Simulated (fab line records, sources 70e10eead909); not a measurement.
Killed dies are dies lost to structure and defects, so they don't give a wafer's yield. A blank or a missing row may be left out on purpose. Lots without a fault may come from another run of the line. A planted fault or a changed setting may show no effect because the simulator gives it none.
fab line records | flow nand_harc
record lots=6 wafers=18 last_day=25
route steps=1159 shown A_STAIRCASE@693 END@1159
lots that met no fault: from a run of the same line without faults
start_h: hours from the record's first day to the start of the lot's first wafer shown | wait_h: hours since the lot's step before | " the same as in the row above | L1.1+2: a row that stands for several wafers | - no value, or no start given | * or withheld: withheld | < > ~ a bound
route shown NAME@n: a module of which the file shows steps, and the number in the route of the first | usual: mean/standard deviation of fault-free wafers | same: alike in all rows | chamber/n: place in a boat | sites: the reading at each site | _std_site: their standard deviation | _edge_site: outer sites' mean less inner sites' | radius_mm: how far each site lies from the wafer's centre | mask NAME#n: copy n | behind: the tool/chamber that last shaped the wafer | hold: why the lot was held/for how many hours/how that ended | device: the transistor (n, p or np) that didn't switch | end of line: the same wafers' tests at the end of the route | a step without rows: its recipe alone | killed: dies lost to structure and defects at the first sort, not the wafer's yield | map: a wafer's dies, x killed, . not, _ none there
set.NAME: the setting as run; set.NAME@STEP: as run at that earlier step | model.NAME: the simulator's own value behind a step, which no gauge read
lots at some steps of the route; a table a step, a row a wafer
services: from which hour (start_h, from the record's first day; less than 0 if before it) a tool's chamber was out of use, for how many hours, and why
## steps
# step NHARC_A_STAIRCASE_STRIP_316
# recipe o2_flow_sccm=500 ar_flow_sccm=0 bias_w=0 chemistry=O2
# usual drypump_motor_current_A=6.0/0.4 oes_product_au=0.997/0.0084 rf_vpp_V=57.8/0.88 showerhead_plenum_p_Torr=3.48/0.16 throttle_valve_pct=17.037/0.0088
# columns lot.wafer tool chamber start_h wait_h drypump_motor_current_A oes_product_au rf_hours_counter_h rf_vpp_V showerhead_plenum_p_Torr throttle_valve_pct
L382.3 rie_diel-06 0 - - 5.9 0.992 5 58.3 3.61 17.048
L382.2 " 1 " " 6.5 1.003 6 57.4 3.69 17.043
L382.6 " 2 " " 6.4 1.006 - 58.0 3.60 17.044
L388.3 rie_diel-13 0 - - 5.6 0.998 14 59.0 3.57 17.036
L388.5 " 2 " " 6.5 0.998 - 57.0 3.80 17.024
L388.6 " 3 " " 5.4 1.003 - 57.5 3.28 17.052
L394.2 rie_diel-06 0 - - 5.9 0.998 37 58.0 3.59 17.031
L394.4 " 3 " " 6.3 0.997 37 57.2 3.28 17.037
L394.6 " 0 " " 5.9 0.989 - 58.2 3.59 17.022
L395.3 rie_diel-06 3 - - 6.3 1.002 37 58.0 3.27 17.037
L395.4 " 2 " " 6.5 0.987 36 57.1 3.58 17.051
L395.6 " 0 " " 5.9 0.983 - 57.6 3.59 17.036
L400.2 rie_diel-06 2 - - 6.5 0.991 49 58.4 3.58 17.035
L400.1 " 1 " " 6.6 1.003 50 57.6 3.67 17.044
L400.5 " 0 " " 5.9 0.984 - 58.5 3.58 17.043
L403.2 rie_diel-06 0 - - 5.9 0.994 61 56.9 3.58 17.056
L403.4 " 1 " " 6.6 1.006 60 59.8 3.66 17.042
L403.5 " 3 " " 6.3 1.004 - 56.0 3.27 17.045
# step NHARC_A_STAIRCASE_STRIP_317
# recipe time_s=900 temp_c=130 chemistry=SPM
# step NHARC_A_STAIRCASE_PRECLEAN_318
# recipe time_s=* temp_c=50 bath_age_min=0 chemistry=SC1
# step NHARC_A_STAIRCASE_SRD_329
# step NHARC_A_STAIRCASE_ALD_415
# recipe target_thk_a=300 pulse_time_s=6 ald_cycles=300 temp_c=300 material=SiO2
# usual heater_power_outer_w=259/20 heater_power_w=456/28 precursor_pulse_height_rel=1.000/0.02 susceptor_temp_C=299.99/0.2
# same ald_cycles=300
# columns lot.wafer tool chamber start_h wait_h heater_power_outer_w heater_power_w precursor_pulse_height_rel susceptor_temp_C
L382.2 ald_hk-04 1 271.08 0.3 248 425 1.051 299.84
L382.3 " 3 " " 270 459 0.990 299.73
L382.6 " 1 " " 245 428 0.996 299.85
L388.3 ald_hk-02 1 322.29 0.3 236 412 1.004 300.11
L388.5 " 1 324.15 2.1 236 433 1.013 300.10
L388.6 " 2 " " 269 474 1.001 300.18
L394.2 ald_hk-02 2 345.93 0.3 273 482 1.006 299.81
L394.4 " 3 " " 279 499 0.982 300.05
L394.6 " 2 " " 272 477 1.003 300.22
L395.3 ald_hk-04 0 347.22 0.1 262 479 0.968 299.71
L395.4 " 2 " " 233 421 1.013 299.95
L395.6 " 0 " " 255 478 0.973 299.82
L400.2 ald_hk-04 1 379.72 0.4 237 430 0.981 299.80
L400.1 " 3 " " 256 436 0.992 299.99
L400.5 " 0 " " 262 462 0.994 300.25
L403.4 ald_hk-02 1 405.46 0.3 232 429 0.997 300.33
L403.2 " 2 " " 275 483 0.992 299.91
L403.5 " 0 " " 294 499 0.978 299.92
# step NHARC_A_STAIRCASE_ETCHBACK_416
# recipe target_depth_a=360 time_s=7.2 c4f8_flow_sccm=withheld o2_flow_sccm=8 ar_flow_sccm=withheld rf_w=600 bias_w=800 chemistry=C4F8/O2/Ar
# usual oes_product_au=0.94/0.032 rf_vpp_V=721/4.6
# columns lot.wafer tool chamber start_h wait_h oes_product_au rf_hours_counter_h rf_vpp_V
L382.2 rie_diel-13 0 - - 0.99 58 725
L382.3 " 3 " " 1.00 58 716
L382.6 " 0 " " 0.98 - 725
L388.3 rie_diel-01 3 325.81 3.1 1.01 0 725
L388.6 " 0 " " 1.02 - 721
L388.5 " 1 " " 1.00 - 717
L394.2 rie_diel-01 3 - - 0.92 8 722
L394.4 " 0 " " 0.94 8 721
L394.6 " 3 " " 0.92 - 725
L395.4 rie_diel-06 0 - - 0.92 38 726
L395.3 " 1 " " 0.93 37 728
L395.6 " 3 " " 0.91 - 715
L400.2 rie_diel-06 1 - - 0.93 52 727
L400.1 " 0 " " 0.92 52 725
L400.5 " 2 " " 0.93 - 724
L403.2 rie_diel-01 3 - - 0.93 33 722
L403.4 " 0 " " 0.93 33 720
L403.5 " 1 " " 0.93 - 715
# step NHARC_A_STAIRCASE_STRIP_476
# recipe time_s=20 o2_flow_sccm=500 ar_flow_sccm=0 bias_w=0 chemistry=O2
# usual drypump_motor_current_A=5.9/0.39 oes_product_au=0.998/0.0092 rf_vpp_V=57.7/0.89 showerhead_plenum_p_Torr=3.47/0.15 throttle_valve_pct=17.037/0.0086
# columns lot.wafer tool chamber start_h wait_h drypump_motor_current_A oes_product_au rf_hours_counter_h rf_vpp_V showerhead_plenum_p_Torr throttle_valve_pct
L382.3 rie_diel-13 0 273.02 0.1 5.6 0.981 58 57.1 3.58 17.037
L382.2 " 2 " " 6.6 1.002 61 57.7 3.27 17.028
L382.6 " 3 " " 5.5 1.006 - 56.4 3.29 17.035
L388.3 rie_diel-01 1 325.93 0.1 5.6 1.002 0 57.6 3.32 17.051
L388.6 " 3 " " 6.0 0.999 - 56.8 3.54 17.041
L388.5 " 0 " " 5.8 1.012 - 57.5 3.47 17.042
L394.4 rie_diel-01 0 347.88 0.1 5.8 1.010 8 58.8 3.46 17.042
L394.2 " 2 " " 5.7 0.995 8 58.4 3.33 17.043
L394.6 " 0 " " 5.8 1.012 - 58.4 3.46 17.044
L395.3 rie_diel-06 2 349.42 0.1 6.5 0.982 36 57.9 3.58 17.033
L395.4 " 3 " " 6.3 1.001 37 57.4 3.28 17.031
L395.6 " 3 " " 6.3 1.004 - 56.4 3.28 17.039
L400.2 rie_diel-06 1 381.71 0.1 6.5 1.002 52 57.3 3.66 17.024
L400.1 " 2 " " 6.4 0.992 51 60.0 3.58 17.041
L400.5 " 1 " " 6.6 0.998 - 59.0 3.66 17.030
L403.4 rie_diel-01 2 407.39 0.1 5.8 1.011 31 57.0 3.32 17.030
L403.2 " 1 " " 5.6 0.992 30 58.1 3.30 17.039
L403.5 " 2 " " 5.8 1.006 - 55.6 3.32 17.041
# step NHARC_A_STAIRCASE_DEP_417
# recipe target_thk_a=600 step_coverage_pct=20 temp_c=400 target_thk_nm=60 flow_sccm=200 rf_w=450 material=Si3N4
# usual heater_power_w=700/130 susceptor_temp_C=399.99/0.23
# columns lot.wafer tool chamber start_h wait_h heater_power_w susceptor_temp_C
L382.3 pecvd-04 0 273.11 - 562 400.49
L382.2 " 1 " " 986 399.78
L382.6 " 2 " " 611 399.85
L388.3 pecvd-01 0 326.02 - 644 399.98
L388.6 " 0 " " 660 399.87
L388.5 " 2 " " 825 399.90
L394.2 pecvd-04 2 348.14 - 646 400.04
L394.4 " 0 " " 565 400.22
L394.6 " 2 " " 646 400.17
L395.3 pecvd-04 1 349.56 - 978 399.78
L395.6 " 0 " " 610 400.43
L395.4 " 2 " " 605 399.95
L400.1 pecvd-01 2 381.85 - 851 400.34
L400.2 " 0 " " 764 400.04
L400.5 " 0 " " 732 399.98
L403.2 pecvd-02 2 407.58 - 572 399.62
L403.5 " 2 " " 559 399.65
L403.4 " 1 " " 741 400.05
# step NHARC_A_STAIRCASE_WET_418
# recipe temp_c=160 target_depth_a=200 chemistry=H3PO4
# step NHARC_A_STAIRCASE_PRECLEAN_419
# recipe time_s=* temp_c=50 bath_age_min=0 chemistry=SC1
# step NHARC_A_STAIRCASE_SRD_421
# step NHARC_A_STAIRCASE_ALD_420
# recipe target_thk_a=200 pulse_time_s=6 ald_cycles=200 temp_c=300 material=SiO2
# usual ald_cycles=200/0 heater_power_outer_w=264/23 heater_power_w=462/32 precursor_pulse_height_rel=1.001/0.019 susceptor_temp_C=300.02/0.21
# columns lot.wafer tool chamber start_h wait_h ald_cycles heater_power_outer_w heater_power_w precursor_pulse_height_rel susceptor_temp_C
L382.3 ald_hk-04 3 279.21 - 200 272 461 0.989 300.09
L382.2 " 0 " " 200 267 474 0.990 299.97
L382.6 " 2 " " 200 232 416 0.992 300.18
L388.3 ald_hk-01 2 329.79 - 200 304 487 1.054 299.94
L388.6 " 2 " " 200 300 486 0.987 299.81
L388.5 " 3 " " 200 297 506 1.013 300.17
L394.2 ald_hk-01 1 349.87 - - - - - -
L394.4 " 2 " " - - - - -
L394.6 " 2 " " - - - - -
L395.4 ald_hk-01 0 353.29 - - - - - -
L395.3 " 1 " " - - - - -
L395.6 " 1 " " - - - - -
L400.1 ald_hk-04 1 385.78 - 200 232 427 1.035 300.28
L400.2 " 3 " " 200 256 438 0.982 299.81
L400.5 " 1 " " 200 234 435 1.019 300.24
L403.2 ald_hk-02 1 411.52 - 200 230 424 0.983 300.14
L403.4 " 3 " " 200 268 478 0.969 299.96
L403.5 " 1 " " 200 236 409 0.976 299.92
# step NHARC_A_STAIRCASE_CVD_552
# recipe target_thk_a=400 temp_c=700 pressure_mtorr=300 material=SiNx
# step NHARC_END_SORT_01
# recipe temp_c=25
# usual killed_at_array=26/11 killed_at_other=0.4/0.78 killed_at_periphery=3.4/2.4 killed_dies=29/11 killed_open=3.1/1.9 killed_short=1.9/1.4
# same gross_dies=677
# columns lot.wafer tool chamber start_h wait_h killed_at_array killed_at_other killed_at_periphery killed_dies killed_open killed_short
L388.3 prober-02 0 554.00 3.1 38 0 3 41 6 2
L388.5 prober-02 0 555.57 3.7 39 0 2 41 4 2
L395.3 prober-01 0 569.37 3.1 672 0 5 677 3 5
L395.4 prober-01 0 570.15 3.4 671 0 6 677 5 1
L395.6 prober-01 0 571.73 3.9 675 0 2 677 2 2
L394.2 prober-01 0 576.35 2.8 675 0 2 677 5 0
L394.4 prober-01 0 577.97 3.4 676 1 0 677 2 4
L394.6 prober-01 0 579.59 4.1 676 0 1 677 1 2
# killed by level:class
L388.3 A_CHANNEL_HOLE_D1:chamber_film_flake=18 A_SLIT:chamber_film_flake=6 A_STAIRCASE:chamber_film_flake=4 A_CONTACT:geometric_particle:open=2 A_WL_FILL:chamber_film_flake=2 A_CONTACT:chamber_film_flake=2 P_GATE:geometric_particle:short=1 P_M0:geometric_particle:open=1
L388.5 A_CHANNEL_HOLE_D1:chamber_film_flake=19 A_SLIT:chamber_film_flake=12 A_CONTACT:chamber_film_flake=2 P_GATE:geometric_particle:open=1 P_M1:geometric_particle:open=1 A_WL_FILL:geometric_particle:short=1 A_BLC:geometric_particle:open=1 A_M0:geometric_particle:open=1
L395.3 A_STAIRCASE:area_ald=649 A_SLIT:chamber_film_flake=8 P_M0:geometric_particle:short=2 P_ZERO_WELL:chamber_film_flake=2 A_CHANNEL_HOLE_D1:chamber_film_flake=2 A_WL_FILL:chamber_film_flake=2 A_CONTACT:chamber_film_flake=2 P_M0:geometric_particle:open=1
L395.4 A_STAIRCASE:area_ald=639 A_SLIT:chamber_film_flake=16 P_STI:chamber_film_flake=4 A_CONTACT:chamber_film_flake=4 A_CHANNEL_HOLE_D1:chamber_film_flake=3 A_CHANNEL_FILL_D1:geometric_particle:open=2 A_WL_FILL:chamber_film_flake=2 A_BLC:chamber_film_flake=2
L395.6 A_STAIRCASE:area_ald=647 A_SLIT:chamber_film_flake=21 A_CHANNEL_FILL_D1:geometric_particle:short=2 A_ZERO_WELL:chamber_film_flake=2 P_GATE:geometric_particle:open=1 A_M0:geometric_particle:open=1 P_STI:chamber_film_flake=1 A_WL_FILL:chamber_film_flake=1
L394.2 A_STAIRCASE:area_ald=632 A_CHANNEL_HOLE_D1:chamber_film_flake=19 A_SLIT:chamber_film_flake=16 A_ONON_D1:geometric_particle:open=1 A_CHANNEL_HOLE_D1:geometric_particle:open=1 A_CHANNEL_FILL_D1:geometric_particle:open=1 A_M0:geometric_particle:open=1 A_M1:geometric_particle:open=1
L394.4 A_STAIRCASE:area_ald=644 A_CHANNEL_HOLE_D1:chamber_film_flake=18 A_CHANNEL_FILL_D1:chamber_film_flake=4 A_SLIT:chamber_film_flake=4 A_WL_FILL:geometric_particle:short=2 A_SOURCE_PLATE:geometric_particle:short=1 A_ONON_D1:geometric_particle:short=1 A_WL_FILL:geometric_particle:open=1
L394.6 A_STAIRCASE:area_ald=656 A_CHANNEL_HOLE_D1:chamber_film_flake=14 A_SLIT:chamber_film_flake=2 P_M0:geometric_particle:short=1 A_CHANNEL_FILL_D1:geometric_particle:open=1 A_M0:geometric_particle:short=1 A_STAIRCASE:chamber_film_flake=1 A_CONTACT:chamber_film_flake=1
# map L394.2 (x killed, . not)
____________x____________
_________xxxxxxx_________
_______xxxxxxxxxxx_______
______xxxxxxxxxxxxx______
_____xxxxxxxxxxxxxxx_____
____xxxxxxxxxxxxxxxxx____
____xxxxxxxxxxxxxxxxx____
___xxxxxxxxxxxxxxxxxxx___
___xxxxxxxxxxxxxxxxxxx___
__xxxxxxxxxxxxxxxxxxxxx__
__xxxxxxxxxxxxxxxxxxxxx__
_xxxxxxxxxxxxxxxxxxxxxxx_
_xxxxxxxxxxxxxxxxxxxxxxx_
_xxxxxxxxxxxxxxxxxxxxxxx_
_xxxxxxxxxxxxxxxxxxxxxxx_
_xxxxxxxxxxxxxxxxxxxxxxx_
xxxxxxxxxxxxxxxxxxxxxxxxx
xxxxxxxxxxxxxxxxxxxxxxxxx
xxxxxxxxxxxxxxxxxxxxxxxxx
xxxxxxxxxxxxxxxxxxxxxxxxx
xxxxxxxxxxxxxxxxxxxxxxxxx
_xxxxxxxxxxxxxxxxxxxxxxx_
_xxxxxxxxxxxxxxxxxxxxxxx_
_xxxxxxxxxxxxxxxxxxxxxxx_
_xxxxxxxxxxxxxxxxxxxxxxx_
_xxxxxxxxxxxxxxxxxxxxxxx_
__xxxxxxxxxxxxxxxxxxxxx__
__xxxxxxxxxxxxxxxxxxxxx__
___xxxxxxxxxxxxxxxxxxx___
___xxxxxxxxxxxxxxxxxxx___
____xxxxxxxxxxxxxxxxx____
____xxxxxxxxxxxxxxxxx____
_____xxxxxxxxxxxxxxx_____
______xxxxxxxxxxxxx______
_______xxxxxxxxxxx_______
_________xxxxxxx_________
____________x____________
# map L395.3 (x killed, . not)
____________x____________
_________xxxxxxx_________
_______xxxxxxxxxxx_______
______xxxxxxxxxxxxx______
_____xxxxxxxxxxxxxxx_____
____xxxxxxxxxxxxxxxxx____
____xxxxxxxxxxxxxxxxx____
___xxxxxxxxxxxxxxxxxxx___
___xxxxxxxxxxxxxxxxxxx___
__xxxxxxxxxxxxxxxxxxxxx__
__xxxxxxxxxxxxxxxxxxxxx__
_xxxxxxxxxxxxxxxxxxxxxxx_
_xxxxxxxxxxxxxxxxxxxxxxx_
_xxxxxxxxxxxxxxxxxxxxxxx_
_xxxxxxxxxxxxxxxxxxxxxxx_
_xxxxxxxxxxxxxxxxxxxxxxx_
xxxxxxxxxxxxxxxxxxxxxxxxx
xxxxxxxxxxxxxxxxxxxxxxxxx
xxxxxxxxxxxxxxxxxxxxxxxxx
xxxxxxxxxxxxxxxxxxxxxxxxx
xxxxxxxxxxxxxxxxxxxxxxxxx
_xxxxxxxxxxxxxxxxxxxxxxx_
_xxxxxxxxxxxxxxxxxxxxxxx_
_xxxxxxxxxxxxxxxxxxxxxxx_
_xxxxxxxxxxxxxxxxxxxxxxx_
_xxxxxxxxxxxxxxxxxxxxxxx_
__xxxxxxxxxxxxxxxxxxxxx__
__xxxxxxxxxxxxxxxxxxxxx__
___xxxxxxxxxxxxxxxxxxx___
___xxxxxxxxxxxxxxxxxxx___
____xxxxxxxxxxxxxxxxx____
____xxxxxxxxxxxxxxxxx____
_____xxxxxxxxxxxxxxx_____
______xxxxxxxxxxxxx______
_______xxxxxxxxxxx_______
_________xxxxxxx_________
____________x____________
## services
# columns tool chamber start_h hours kind
rie_diel-06 - 247.37 3.3 repair
rie_diel-01 1 255.60 2.0 repair
rie_diel-01 0 260.84 5.2 repair
pecvd-02 - 266.83 0.2 repair
rie_diel-06 0 274.77 - clean
rie_diel-06 1 274.77 - clean
rie_diel-06 2 274.77 - clean
rie_diel-06 3 274.77 - clean
rie_diel-13 - 276.08 9.0 pm
rie_diel-06 - 296.99 3.5 repair
pecvd-02 - 303.58 1.6 repair
rie_diel-01 1 308.71 14.6 repair
rie_diel-13 2 309.80 3.9 repair
pecvd-01 0 311.79 5.6 repair
rie_diel-01 - 315.40 9.0 pm
ald_hk-01 - 323.00 0.9 repair
rie_diel-06 0 323.30 - clean
rie_diel-01 1 333.90 6.0 repair
pecvd-02 - 334.28 13.0 pm
rie_diel-06 3 359.28 27.0 repair
ald_hk-04 - 364.00 10.0 pm
pecvd-04 - 376.00 13.0 pm
pecvd-01 2 404.77 5.3 repair
ald_hk-01 - 407.35 10.0 pm
## key
first_sign step=NHARC_A_STAIRCASE_ALD_420 reading=tool_record direction=missing
effect step=NHARC_END_SORT_01 reading=killed_at_array direction=up sigmas=61 usual=26 struck=674
more_kills_born_at NHARC_A_STAIRCASE_ALD_420@ald_hk-01=3867
met_at NHARC_A_STAIRCASE_ALD_420
struck_wafers L394.2,L394.4,L394.6,L395.3,L395.4,L395.6
later_rows_left_out L394.2,L394.4,L394.6,L395.3,L395.4,L395.6
tester_left_out L394,L395
onset_between 329.79 349.87
fault kind=skipped_step_whole tool=ald_hk-01 chamber=- onset_h=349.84 steps=NHARC_A_STAIRCASE_ALD_420 scope=struck_lots_only
# tester_left_out: of these lots the tester's yield and bins aren't shown, on N5 and GAA mostly nor the transistor test; their killed dies are dies lost to structure and defects alone, not to doping, threshold or leakage, so they don't give the yield
# later_rows_left_out: the simulator's readings of these wafers behind a module that went badly wrong aren't trusted and aren't shown, but for the sort
